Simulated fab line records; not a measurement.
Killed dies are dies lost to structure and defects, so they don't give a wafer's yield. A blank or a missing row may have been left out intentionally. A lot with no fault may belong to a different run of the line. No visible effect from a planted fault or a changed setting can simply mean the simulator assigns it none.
Chamber matching ; flow nandHarc ; NHARC_A_CHANNEL_HOLE_D1_ETCH_38 on rieDiel-08: 4 sister chambers
The step etches the open film in CF4, target depth 39 nm, time 65 s. 8 wafers are shown with their chamber, then 7 later ones without.

WAFERS PAIRED WITH THEIR CHAMBERS
wafer;chamber;showerheadPlenumPTorr (Torr);oesProductAu (a.u.)
L083.3;2;1.73;1.024
L083.5;1;1.79;1.016
L086.1;1;1.79;1.013
L086.3;2;1.72;1.014
L088.3;0;1.65;1.022
L088.5;3;1.67;0.998
L092.4;0;1.65;1.005
L092.5;3;1.66;1.004

WAFERS MISSING THEIR CHAMBER
wafer;showerheadPlenumPTorr (Torr);oesProductAu (a.u.)
L092.6;1.72;1.011
L095.1;1.72;1.006
L095.2;1.78;1.000
L095.3;1.66;0.996
L095.4;1.65;0.983
L095.5;1.72;1.012
L095.6;1.66;1.002

WHICH CHAMBER EACH ONE RAN IN
wafer;from the rows above;in truth
L092.6;2;2
L095.1;2;2
L095.2;1;1
L095.3;can't be placed: 3 or 0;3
L095.4;can't be placed: 3 or 0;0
L095.5;2;2
L095.6;can't be placed: 3 or 0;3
Correctly placed: 4 of 7. Unplaceable from these rows: 3, with the true chamber sitting among the candidates in 3. Wrongly placed: 0.
How it was worked out, from the rows above alone: a wafer's distance from a chamber is the root of the sum, over the readings, of the square of ((its reading less the chamber's mean) divided by the reading's scatter). The wafer belongs to the nearest chamber; if the next one is less than 2 further off, it can't be placed. Each chamber's mean is taken over the wafers shown for it. How the scatter is found: for the shown wafers, subtract from each reading the mean of its chamber, square and add these, divide the total by (wafers less chambers), then take the root.
